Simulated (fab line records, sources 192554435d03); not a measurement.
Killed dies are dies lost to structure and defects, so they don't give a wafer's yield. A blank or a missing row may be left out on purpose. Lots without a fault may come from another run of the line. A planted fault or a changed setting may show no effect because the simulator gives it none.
One fault seen from 3 desks | flow n5_finfet | each desk has only its own numbers; what lay behind them comes last

THE DEFECT DESK
What the inspections along the route counted, lot by lot: means of the sampled wafers that have a number. A lot is out of limits, marked OUT, if its mean lies more than 4 standard deviations from the usual mean; the brackets give that distance.
Columns: A = raw_defect_count at N5_BEOL_M15_INSPECT_55, usual 61
lot  | first seen here | A
L614 | day 12 05:37    | 69
L618 | day 12 20:21    | 68
L620 | day 12 20:45    | 66
L619 | day 13 02:44    | 46
L631 | day 15 23:28    | 74
L633 | day 16 12:14    | 74
L637 | day 17 16:23    | 60
This desk's finding: nothing out of limits on any of the 7 lots.

THE METROLOGY DESK
What the gauges read, lot by lot, whatever tool the lot ran on: means of the sampled wafers that have a number. A lot is out of limits, marked OUT, if its mean lies more than 4 standard deviations from the usual mean; the brackets give that distance. Of its 27 readings 7 are shown: those that lie furthest out on some lot.
Columns: A = M15_THK at N5_BEOL_M15_THK_MEAS_50, usual 893 nm; B = COMB_M11 at N5_BEOL_M15_RC_MEAS_101, usual 1.35e-11 S/m; C = COMB_M11_max_site at N5_BEOL_M15_RC_MEAS_101, usual 2e-11 S/m; D = COMB_M12 at N5_BEOL_M15_RC_MEAS_101, usual 5.8e-12 S/m; E = COMB_M14 at N5_BEOL_M15_RC_MEAS_101, usual 3.4e-12 S/m; F = COMB_M5 at N5_BEOL_M15_RC_MEAS_101, usual 3.8e-11 S/m; G = SERP_M14 at N5_BEOL_M15_RC_MEAS_101, usual 0.158 ohm/um
lot  | first seen here | A   | B        | C     | D       | E       | F       | G
L614 | day 12 05:28    | 901 | 1.31e-11 | 2e-11 | 5.9e-12 | 1.9e-12 | 3.5e-11 | 0.155
L618 | day 12 20:12    | 892 | 1.99e-11 | 4e-11 | 6.9e-12 | 4.1e-12 | 3.4e-11 | 0.159
L620 | day 12 20:36    | 856 | 1.34e-11 | 2e-11 | 8.0e-12 | 2.8e-12 | 4.9e-11 | 0.155
L619 | day 13 02:35    | 920 | 1.67e-11 | 2e-11 | 6.2e-12 | 2.8e-12 | 4.1e-11 | 0.153
L631 | day 15 23:19    | 882 | 1.53e-11 | 2e-11 | 6.6e-12 | 4.7e-12 | 3.0e-11 | 0.156
L633 | day 16 12:05    | 893 | 1.19e-11 | 1e-11 | 6.5e-12 | 3.4e-12 | 2.2e-11 | 0.150
L637 | day 17 16:14    | 900 | 1.48e-11 | 2e-11 | 4.9e-12 | 3.5e-12 | 5.5e-11 | 0.155
This desk's finding: nothing out of limits on any of the 7 lots.

THE TOOL OWNER'S DESK: pvd_sputter-02
The tool's own readings at N5_MIM_BOT_SPUTTER_00 (material TiN, target thk 35 nm, time 89.7 s): means of the sampled wafers that have a number, for each lot that ran on this tool. A lot is out of limits, marked OUT, if its mean lies more than 4 standard deviations from the usual mean; the brackets give that distance.
Columns: A = throttle_valve_pct at N5_MIM_BOT_SPUTTER_00, usual 30.2 %
lot  | first seen here | A
L618 | day 13 00:59    | 29.6
L620 | day 13 01:06    | 29.4
L619 | day 13 04:46    | 29.8
L633 | day 16 13:21    | 29.5
This desk's finding: nothing out of limits on any of the 4 lots.

PUT TOGETHER
The defect desk saw nothing out of limits.
The metrology desk saw nothing out of limits.
The tool owner's desk saw nothing out of limits.

WHAT THE SIMULATOR HAD PUT IN
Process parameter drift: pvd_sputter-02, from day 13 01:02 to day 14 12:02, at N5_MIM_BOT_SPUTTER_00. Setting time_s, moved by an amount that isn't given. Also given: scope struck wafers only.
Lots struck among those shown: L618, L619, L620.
